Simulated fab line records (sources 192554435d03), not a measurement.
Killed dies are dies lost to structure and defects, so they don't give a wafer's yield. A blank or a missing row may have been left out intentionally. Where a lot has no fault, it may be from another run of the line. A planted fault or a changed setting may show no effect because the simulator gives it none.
A lot that was struck, set against a sound lot | flow n5-finfet | 39 steps out of a route of 1938
Sound: wafers L619.1, L619.2, L619.6. Struck: wafer L625.1; the same lot's L625.2 was not struck, so it is left out; see the end for the cause.
For every step that has rows: the tool of each side, followed by ch and its chambers, followed by its first start. Under that, the readings that differ: sound wafers | struck wafers | difference of the means | sigmas: that difference in standard deviations of wafers without a fault.
alike: readings whose means differ by less than 2 such deviations, and words and numbers that are the same on both sides. not compared: withheld readings, readings that some wafer has no value for, bounds like >300 that may hide the same value, and numbers for which the record gives no deviation and whose values overlap.
Wherever a step has rows on one side only, a row that says differs or no value, or a row with sigmas, the two part there. Non-overlapping numbers with no deviation appear without sigmas and do not part them. Lack of a reading on every wafer of one side parts them only where that side has two or more wafers.

first, 9 steps without rows for these wafers: N5_MOL_CONTACT_COAG_CVD_140 (deposits W, target thk 66.5 nm, time 215 s); N5_MOL_CONTACT_COAG_PRECLEAN_127 (cleans in DIW, time 57.5 s); N5_MOL_CONTACT_COAG_SRD_128 (dry time 32 s); N5_MOL_CONTACT_COAG_CMP_52 (polishes, stops on SiO2, t overpolish 1.5 s, target thk 66.5 nm); N5_MOL_CONTACT_COAG_ANNEAL_112 (time 1800 s); N5_BEOL_M0_SAQP_PECVD_00 (deposits SiCN from 3MS/NH3, target thk 8 nm, time 14 s); N5_BEOL_M0_SAQP_ILD_DEP_01 (deposits SiOC from DEMS/O2, target thk 45.419 nm, time 8.7 s); N5_BEOL_M0_SAQP_HM_DEP_02 (deposits TiN, target thk 12 nm); N5_BEOL_M0_SAQP_PECVD_03 (deposits SiCN from 3MS/NH3, target thk 12 nm, time 21.1 s).
N5_BEOL_M0_SAQP_PECVD_96: deposits a-Si from SiH4/He, target thk 45 nm, time 45.2 s.
  sound on pecvd-04 ch 0,1,2, day 6 22:40; struck on pecvd-04 ch 0, day 8 11:56
  reading                                         | sound          | struck | difference | sigmas
  run-length-s (s)                                | 81.6 80.7 80.7 | 69.6   | -11.4      | -21
  model.a-Si_of_BEOL_M0_SAQP_PECVD_96.thk-nm (nm) | 45.6 44.8 46   | 34     | -11        |
  alike: heater-power-w, showerhead-plenum-p-Torr, throttle-valve-pct
then, 25 steps without rows for these wafers: N5_BEOL_M0_SAQP_PECVD_97 (deposits SiNx from SiH4/NH3/N2, target thk 23 nm, time 19.9 s); N5_BEOL_M0_SAQP_PECVD_04 (deposits a-Si from SiH4/He, target thk 60 nm, time 60.2 s); N5_BEOL_M0_SAQP_HM_DEP_111 (deposits SiO2 from SiH4/N2O, target thk 12 nm, time 7.2 s); N5_BEOL_M0_SAQP_COAT_81 (time 60 s, resist thk 100 nm); N5_BEOL_M0_SAQP_COAT_82 (time 60 s, resist thk 30 nm); N5_BEOL_M0_SAQP_COAT_08 (resist thk 90 nm); N5_BEOL_M0_SAQP_EBR_10; N5_BEOL_M0_SAQP_SOFTBAKE_09 (time 60 s); N5_BEOL_M0_SAQP_EXPOSE_11 (exposes mask M0 CORE, target cd 42 nm); N5_BEOL_M0_SAQP_PEB_12 (peb time 60 s); N5_BEOL_M0_SAQP_DEVELOP_13 (develop time 30 s); N5_BEOL_M0_SAQP_DESCUM_19 (chemistry O2, time 7.9 s); N5_BEOL_M0_SAQP_ETCH_83 (etches SiARC in CF4, target depth 39 nm, time 65 s); N5_BEOL_M0_SAQP_ETCH_84 (etches SOC in N2/H2, target depth 100 nm, overetch 20 nm, time 150 s); N5_BEOL_M0_SAQP_STRIP_80 (strips in N2/H2); N5_BEOL_M0_SAQP_HM_OPEN_112 (chemistry CHF3/O2, target SiO2, stops on a-Si, target depth 12 nm, time 13.5 s); N5_BEOL_M0_SAQP_STRIP_113 (strips in CHF3/O2); N5_BEOL_M0_SAQP_MANDREL_ETCH_20 (etches a-Si in HBr/Cl2, stops on SiNx, target depth 60 nm, bt time 10 s, time 30 s); N5_BEOL_M0_SAQP_STRIP_86 (strips in N2/H2); N5_BEOL_M0_SAQP_STRIP_115 (strips in post etch residue remover, time 60 s); N5_BEOL_M0_SAQP_SRD_93 (time 30 s); N5_BEOL_M0_SAQP_RECESS_114 (chemistry HF/NH3, target SiO2, target depth 14.4 nm, afs cycles 3, sublimation time 60 s); N5_BEOL_M0_SAQP_SPACER1_ALD_98 (deposits SiO2, target thk 12.8 nm, pulse time 1 s, purge time 2 s); N5_BEOL_M0_SAQP_SPACER1_ETCHBACK_99 (etches SiO2 in CHF3/O2, target depth 15.4 nm, time 7.7 s); N5_BEOL_M0_SAQP_MANDREL1_REMOVE_100 (chemistry HBr/Cl2/O2, target a-Si, stops on SiNx, bt time 10 s).
N5_BEOL_M0_SAQP_MANDREL_ETCH_103: etches a-Si in HBr/Cl2, stops on SiCN, target depth 45 nm, bt time 10 s, time 27 s.
  sound on rie-si-02 ch 0,1,2, day 7 01:43; struck on rie-si-02 ch 1, day 8 14:22
  reading                  | sound             | struck | difference | sigmas
  oes-product-au (a.u.)    | 0.703 0.682 0.691 | 0.601  | -0.091     | -7
  model.etch.depth-nm (nm) | 45.68 44.76 46    | 33.92  | -11.56     |
  alike: drypump-motor-current-A, throttle-valve-pct
  not compared: rf-hours-counter-h
N5_BEOL_M0_SAQP_SPACER2_ETCHBACK_27: etches SiO2 in CHF3/O2, target depth 22.5 nm, time 11.25 s.
  sound on rie-diel-03 ch 1,3, day 7 03:07; struck on rie-diel-01 ch 0, day 8 16:34
  reading                                         | sound          | struck | difference | sigmas
  oes-product-au (a.u.)                           | 0.70 0.82 0.71 | 0.93   | +0.19      | +2
  model.a-Si_of_BEOL_M0_SAQP_PECVD_96.thk-nm (nm) | 43.6 42.6 43.8 | 31.8   | -11.5      |
  alike: drypump-motor-current-A, rf-vpp-V, showerhead-plenum-p-Torr, throttle-valve-pct
  not compared: rf-hours-counter-h
-- here the record skips 6 days between the struck wafers' starts before and after, leaving off in module BEOL_M0_SAQP and picking up in module BEOL_M4 (first step shown: number 1111 of the route) --
N5_BEOL_M4_RC_MEAS_101:
  sound on prober-01 ch 0, day 11 16:53; struck on prober-01 ch 0, day 14 23:28
  alike: DIBL_N, DIBL_P, IOFF_N, IOFF_P, ION_N, ION_P, SS_N, SS_P, VT_N, VT_P
-- record jumps: 4 days separate the struck wafers' starts on either side; left off in module BEOL_M4, taken up again in module PASSIVATION, whose first shown step is the route's number 1936 --
N5_PASSIVATION_PROBE_49:
  the record has rows for the struck wafers here (prober-01, day 19 06:28) and none for the sound ones

== WHERE THEY PART ==
At N5_BEOL_M0_SAQP_PECVD_96 first; at N5_PASSIVATION_PROBE_49 last (within this record only).

WHY: whatever the simulator had introduced
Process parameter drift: pecvd-04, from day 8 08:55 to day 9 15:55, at N5_BEOL_M0_SAQP_PECVD_96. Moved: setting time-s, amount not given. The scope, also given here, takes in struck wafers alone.
